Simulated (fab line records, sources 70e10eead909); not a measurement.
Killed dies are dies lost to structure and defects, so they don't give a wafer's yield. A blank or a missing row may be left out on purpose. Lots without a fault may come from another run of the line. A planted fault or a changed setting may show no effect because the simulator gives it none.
Chamber matching | flow nand_harc | NHARC_P_CONTACT_CMP_24 on cmp-04: 4 sister chambers
The step polishes, t overpolish 30 s, target thk 200 nm. 14 wafers are shown with their chamber, then 7 later ones without.

WAFERS WITH THEIR CHAMBER
wafer  | chamber | motor_current_A (A) | time_to_endpoint_s (s) | overpolish_run_s (s)
L074.2 | 1       | 12.0                | 34                     | 29.993
L074.4 | 0       | 10.5                | 39                     | 29.988
L074.6 | 0       | 10.9                | 35                     | 29.998
L081.1 | 1       | 11.6                | 33                     | 29.997
L081.4 | 2       | 12.5                | 37                     | 30.008
L081.5 | 0       | 10.5                | 38                     | 29.994
L083.2 | 2       | 12.3                | 38                     | 29.997
L083.3 | 0       | 11.0                | 35                     | 29.994
L083.5 | 3       | 9.8                 | 41                     | 29.996
L085.1 | 1       | 11.8                | 36                     | 29.988
L085.2 | 2       | 12.5                | 38                     | 29.997
L085.3 | 0       | 10.9                | 39                     | 29.989
L088.1 | 2       | 12.0                | 42                     | 29.999
L088.3 | 1       | 11.4                | 35                     | 29.997

SIGNATURES (means of the wafers above)
reading            | chamber 0 | chamber 1 | chamber 2 | chamber 3 | scatter within a chamber
motor_current_A    | 10.760    | 11.700    | 12.325    | 9.800     | 0.245
time_to_endpoint_s | 37.20     | 34.50     | 38.75     | 41.00     | 1.91
overpolish_run_s   | 29.99260  | 29.99375  | 30.00025  | 29.99600  | 0.00452
Rule: a wafer's distance from a chamber is the root of the sum, over the readings, of the square of ((its reading less the chamber's mean) divided by the reading's scatter). The wafer belongs to the nearest chamber; if the next one is less than 2 further off, it can't be placed. The scatter: the root of (the sum of the squares of (reading less its chamber's mean) over the shown wafers, divided by (wafers less chambers)).

WAFERS WITHOUT THEIR CHAMBER
wafer  | motor_current_A (A) | time_to_endpoint_s (s) | overpolish_run_s (s)
L088.5 | 11.0                | 38                     | 29.996
L089.1 | 11.0                | 41                     | 29.997
L089.4 | 10.2                | 49                     | 29.989
L089.5 | 9.5                 | 45                     | 29.997
L095.1 | 10.3                | 45                     | 30.010
L095.3 | 11.7                | 44                     | 30.005
L095.5 | 12.0                | 40                     | 30.001

WHICH CHAMBER EACH WENT THROUGH
wafer  | from the rows above     | in truth
L088.5 | 0                       | 0
L089.1 | 0                       | 0
L089.4 | can't be placed: 3 or 0 | 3
L089.5 | 3                       | 3
L095.1 | can't be placed: 3 or 0 | 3
L095.3 | can't be placed: 2 or 1 | 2
L095.5 | 2                       | 2
Placed correctly: 4 of 7. Can't be placed from these rows: 3 (the true chamber is among the candidates in 3). Placed wrongly: 0.
